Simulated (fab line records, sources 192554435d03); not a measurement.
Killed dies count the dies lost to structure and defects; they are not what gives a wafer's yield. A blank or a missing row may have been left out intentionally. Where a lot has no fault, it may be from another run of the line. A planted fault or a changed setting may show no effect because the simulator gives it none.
The same fault as seen by 2 desks	flow n5Finfet	only its own numbers are on each desk; what lay behind them is given at the end

## THE METROLOGY DESK
What the gauges read for every lot (on any tool): the sampled wafers with a number, averaged. If a lot's mean is further than 4 standard deviations from the usual mean, the lot is out of limits and carries the mark OUT (the distance appears in the brackets).
Columns: A = M10_THK at N5_BEOL_M10_THK_MEAS_53, usual 138.8 nm
lot	first seen here	A
L512	day 11 22:08	139.5
L513	day 12 01:32	141.0
L517	day 12 02:36	140.9
L520	day 12 08:44	135.8
L515	day 12 11:38	138.9
L522	day 13 23:10	139.4
L525	day 15 00:08	138.5
L528	day 15 03:44	136.1
L530	day 15 16:25	135.4
L532	day 16 01:43	141.1
L533	day 16 09:49	139.7
This desk's finding: nothing out of limits on any of the 11 lots.

## FOR THE TOOL OWNER'S DESK: pecvd-04
The tool's own readings at N5_BEOL_M10_PECVD_70 (deposits SiO2 from TEOS/O2, target thk 20 nm, time 22.7 s): means of the sampled wafers that have a number, for each lot that ran on this tool. If a lot's mean is further than 4 standard deviations from the usual mean, the lot is out of limits and carries the mark OUT (the distance appears in the brackets).
Columns: A = chamberPressureTorr at N5_BEOL_M10_PECVD_70, usual 5.499 Torr; B = heaterPowerW at N5_BEOL_M10_PECVD_70, usual 712 W; C = showerheadPlenumPTorr at N5_BEOL_M10_PECVD_70, usual 8.79 Torr; D = throttleValvePct at N5_BEOL_M10_PECVD_70, usual 22.2 %
lot	first seen here	A	B	C	D
L513	day 11 17:23	5.491	796	8.79	21.8
L517	day 11 19:55	5.496	829	8.79	22.1
L515	day 12 03:42	5.504	827	8.80	22.1
L522	day 13 14:47	5.490	795	8.84	22.3
L525	day 14 17:15	5.486	756	8.73	21.6
This desk's finding: nothing out of limits on any of the 5 lots.

## TAKEN TOGETHER
Metrology desk: nothing out of limits seen.
The tool owner's desk saw nothing out of limits.

## WHAT WAS PUT IN BY THE SIMULATOR
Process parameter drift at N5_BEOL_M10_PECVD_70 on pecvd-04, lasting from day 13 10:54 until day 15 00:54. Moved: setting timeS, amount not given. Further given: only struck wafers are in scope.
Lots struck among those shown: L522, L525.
